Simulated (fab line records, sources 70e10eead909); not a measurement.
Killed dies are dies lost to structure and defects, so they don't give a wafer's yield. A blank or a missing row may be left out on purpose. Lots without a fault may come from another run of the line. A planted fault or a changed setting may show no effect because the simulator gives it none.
Which tool did it? | flow nand_harc | 12 lots, 36 wafers sampled, at 6 steps of a route of 1302

WHAT THE GAUGES READ, wafer by wafer
NHARC_A_CONTACT_OVL_MEAS_70.
lot  | measured     | on         | overlay_x_nm (nm)
L076 | day 22 12:28 | overlay-02 | -0.2 -1.0 -0.7
L074 | day 23 01:37 | overlay-01 | -1.5 -1.2 -1.0
L079 | day 23 17:26 | overlay-02 | -0.7 -0.8 -0.4
L081 | day 24 12:57 | overlay-02 | 0.4 0.1 -0.1
L083 | day 25 10:56 | overlay-01 | 0.5 0.0 0.4
L085 | day 26 07:29 | overlay-01 | 1.3 1.4 1.0
L087 | day 26 20:28 | overlay-01 | -1.5 -1.3 -0.8
L088 | day 27 19:19 | overlay-02 | 0.9 0.7 1.2
L091 | day 28 11:19 | overlay-02 | 0.7 0.1 -0.2
L092 | day 29 05:11 | overlay-01 | 0.9 0.3 0.9
L094 | day 30 09:14 | overlay-02 | 0.1 -0.6 -0.4
L097 | day 31 09:50 | overlay-01 | -0.5 0.1 -0.1

WHICH TOOL RAN EACH LOT (tool, then ch and the chambers of the sampled wafers, then the start)
lot  | NHARC_A_SGD_CUT_STRIP_17                      | NHARC_A_SLIT_DEP_25             | NHARC_A_WL_FILL_ALD_19              | NHARC_A_WL_FILL_CMP_12        | NHARC_A_CONTACT_ETCH_51
L076 | rie_diel-09 ch 0,1,3, day 20 05:35 or earlier | pecvd-01 ch 0,1, day 20 05:35   | ald_metal-02 ch 0,1,3, day 21 19:15 | cmp-03 ch 0,2,3, day 21 19:38 | rie_diel-11 ch 0,2,3, day 22 12:28 or earlier
L074 | rie_diel-09 ch 0,1,3, day 20 12:55 or earlier | pecvd-02 ch 0,1, day 20 12:55   | ald_metal-03 ch 0,3, day 22 04:59   | cmp-02 ch 0,1,2, day 22 05:23 | rie_diel-06 ch 0,2,3, day 23 01:37 or earlier
L079 | rie_diel-03 ch 0,3, day 21 11:35 or earlier   | pecvd-01 ch 0,1,2, day 21 11:35 | ald_metal-02 ch 1,2,3, day 22 22:49 | cmp-03 ch 1,3, day 22 23:14   | rie_diel-11 ch 1,2,3, day 23 17:26 or earlier
L081 | rie_diel-03 ch 1,2,3, day 22 06:03 or earlier | pecvd-02 ch 0,2, day 22 06:03   | ald_metal-02 ch 0,1,2, day 23 17:24 | cmp-02 ch 0,1,3, day 23 17:46 | rie_diel-11 ch 1,2, day 24 12:57 or earlier
L083 | rie_diel-03 ch 0,1,3, day 23 06:08 or earlier | pecvd-01 ch 1,2, day 23 06:08   | ald_metal-01 ch 0,1,3, day 24 17:42 | cmp-03 ch 0,2,3, day 24 18:04 | rie_diel-06 ch 0,1, day 25 10:56 or earlier
L085 | rie_diel-03 ch 0,2,3, day 23 17:18 or earlier | pecvd-02 ch 0,1,2, day 23 17:18 | ald_metal-01 ch 2,3, day 25 11:05   | cmp-04 ch 1,2,3, day 25 11:29 | rie_diel-06 ch 1,2,3, day 26 07:29 or earlier
L087 | rie_diel-13 ch 0,1,2, day 24 09:12 or earlier | pecvd-01 ch 0,2, day 24 09:12   | ald_metal-03 ch 0,2,3, day 26 01:43 | cmp-03 ch 0,2, day 26 02:05   | rie_diel-11 ch 2,3, day 26 20:28 or earlier
L088 | rie_diel-13 ch 0,2,3, day 25 07:46 or earlier | pecvd-01 ch 1,2, day 25 07:46   | ald_metal-03 ch 0,1, day 27 02:26   | cmp-03 ch 0,3, day 27 02:47   | rie_diel-08 ch 0,3, day 27 19:19 or earlier
L091 | rie_diel-13 ch 0,1,3, day 25 22:50 or earlier | pecvd-01 ch 1,2, day 25 22:50   | ald_metal-01 ch 1,2,3, day 27 15:37 | cmp-04 ch 1,2,3, day 27 16:00 | rie_diel-11 ch 0,1,3, day 28 11:19 or earlier
L092 | rie_diel-03 ch 0,2,3, day 26 22:49 or earlier | pecvd-02 ch 0,1, day 26 22:49   | ald_metal-01 ch 0,1, day 28 09:25   | cmp-04 ch 0,1,3, day 28 09:49 | rie_diel-11 ch 0,1, day 29 05:11 or earlier
L094 | rie_diel-09 ch 0,3, day 28 02:27 or earlier   | pecvd-01 ch 0,1, day 28 02:27   | ald_metal-02 ch 1,2,3, day 29 16:26 | cmp-04 ch 0,1,2, day 29 16:49 | rie_diel-08 ch 0,1,2, day 30 09:14 or earlier
L097 | rie_diel-09 ch 1,2, day 29 00:37 or earlier   | pecvd-04 ch 1,2, day 29 00:37   | ald_metal-03 ch 0,2, day 30 16:20   | cmp-03 ch 0,2,3, day 30 16:44 | rie_diel-06 ch 1,3, day 31 09:50 or earlier
- NHARC_A_SGD_CUT_STRIP_17: strips in O2.
- NHARC_A_SLIT_DEP_25: deposits SiO2, target thk 200 nm.
- NHARC_A_WL_FILL_ALD_19: deposits TiN, target thk 2 nm, pulse time 3 s, ald cycles 100.
- NHARC_A_WL_FILL_CMP_12: polishes, t overpolish 30 s, target thk 100 nm.
- NHARC_A_CONTACT_ETCH_51: etches the open film in O2/COS, target depth 7000 nm, time 1820 s.

THE ANSWER, worked out from the rows above alone
Rule: what is usual is taken from the lots themselves. Put in order of their means at a reading, lots are off if they are a third of the lots or fewer, leave a main group of 4 or more, and stand apart from it by a gap of 3 or more times the standard deviation of the main group's means; of several such gaps the widest counts. A main group whose means are all the same, to the digits that the tables above print for the reading, isn't used. A lot without any number at a reading at which 4 lots or more have one is off too. The other lots that the step has rows for count as sound.
No lot is off at any reading shown: from this, nothing can be told.

WHAT THE SIMULATOR HAD PUT IN
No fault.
